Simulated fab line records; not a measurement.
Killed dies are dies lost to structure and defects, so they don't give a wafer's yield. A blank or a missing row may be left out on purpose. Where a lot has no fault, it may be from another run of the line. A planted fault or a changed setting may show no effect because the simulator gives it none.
Matching of chambers || flow n5-finfet || 4 sister chambers for N5_BEOL_M5_ETCH_67 on rie-diel-04
The step etches SiARC in CF4, target depth 15.6 nm, time 26 s. 4 wafers are shown with their chamber, then 10 later ones without.

## WAFERS PAIRED WITH THEIR CHAMBERS
{"wafer": "L083.2", "chamber": 1, "drypump-motor-current-A (A)": 5.3}
{"wafer": "L083.6", "chamber": 3, "drypump-motor-current-A (A)": 4.8}
{"wafer": "L085.1", "chamber": 0, "drypump-motor-current-A (A)": 5.6}
{"wafer": "L085.3", "chamber": 2, "drypump-motor-current-A (A)": 5.2}

## WAFERS WHOSE CHAMBER IS MISSING
{"wafer": "L085.5", "drypump-motor-current-A (A)": 5.6}
{"wafer": "L090.1", "drypump-motor-current-A (A)": 5.3}
{"wafer": "L090.5", "drypump-motor-current-A (A)": 4.8}
{"wafer": "L090.6", "drypump-motor-current-A (A)": 5.2}
{"wafer": "L089.1", "drypump-motor-current-A (A)": 5.2}
{"wafer": "L089.2", "drypump-motor-current-A (A)": 5.6}
{"wafer": "L089.6", "drypump-motor-current-A (A)": 5.6}
{"wafer": "L095.3", "drypump-motor-current-A (A)": 4.8}
{"wafer": "L095.4", "drypump-motor-current-A (A)": 5.4}
{"wafer": "L095.6", "drypump-motor-current-A (A)": 4.8}

## THE CHAMBER EACH PASSED THROUGH
{"wafer": "L085.5", "from the rows above": 0, "in truth": 0}
{"wafer": "L090.1", "from the rows above": 1, "in truth": 1}
{"wafer": "L090.5", "from the rows above": 3, "in truth": 3}
{"wafer": "L090.6", "from the rows above": 2, "in truth": 2}
{"wafer": "L089.1", "from the rows above": 2, "in truth": 2}
{"wafer": "L089.2", "from the rows above": 0, "in truth": 0}
{"wafer": "L089.6", "from the rows above": 0, "in truth": 0}
{"wafer": "L095.3", "from the rows above": 3, "in truth": 3}
{"wafer": "L095.4", "from the rows above": 1, "in truth": 1}
{"wafer": "L095.6", "from the rows above": 3, "in truth": 3}
Correctly placed: 10 of 10. Can't be placed from these rows: 0. Wrongly placed: 0.
How it was worked out, from the rows above alone: a wafer's distance from a chamber is the root of the sum, over the readings, of the square of ((its reading less the chamber's mean) divided by the reading's scatter). The wafer belongs to the nearest chamber; if the next one is less than 2 further off, it can't be placed. Each chamber's mean is taken over the wafers shown for it. The scatter: with one shown wafer a chamber, the root of the mean of the squares of how far each hidden wafer lies from its nearest shown one.
